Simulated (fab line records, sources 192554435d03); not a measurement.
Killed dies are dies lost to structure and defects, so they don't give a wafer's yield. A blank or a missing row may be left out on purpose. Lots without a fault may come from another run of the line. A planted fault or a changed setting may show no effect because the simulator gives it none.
Chamber matching | flow n5_finfet | N5_FIN_CUT_ETCH_20 on rie_diel-04: 4 sister chambers
The step etches SiARC in CF4, target depth 26 nm, time 43.3 s. 4 wafers are shown with their chamber, then 8 later ones without.

WAFERS WITH THEIR CHAMBER
wafer  | chamber | showerhead_plenum_p_Torr (Torr)
L082.2 | 2       | 2.19
L083.5 | 3       | 2.05
L083.6 | 0       | 2.11
L085.1 | 1       | 1.98

WAFERS WITHOUT THEIR CHAMBER
wafer  | showerhead_plenum_p_Torr (Torr)
L085.3 | 2.19
L085.4 | 1.98
L093.1 | 2.05
L093.2 | 2.11
L093.6 | 2.05
L096.3 | 2.18
L096.4 | 1.97
L096.6 | 2.10

WHICH CHAMBER EACH WENT THROUGH
wafer  | from the rows above | in truth
L085.3 | 2                   | 2
L085.4 | 1                   | 1
L093.1 | 3                   | 3
L093.2 | 0                   | 0
L093.6 | 3                   | 3
L096.3 | 2                   | 2
L096.4 | 1                   | 1
L096.6 | 0                   | 0
Placed correctly: 8 of 8. Can't be placed from these rows: 0. Placed wrongly: 0.
How it was worked out, from the rows above alone: a wafer's distance from a chamber is the root of the sum, over the readings, of the square of ((its reading less the chamber's mean) divided by the reading's scatter). The wafer belongs to the nearest chamber; if the next one is less than 2 further off, it can't be placed. A chamber's mean is the mean of its shown wafers. The scatter: with one shown wafer a chamber, the root of the mean of the squares of how far each hidden wafer lies from its nearest shown one.
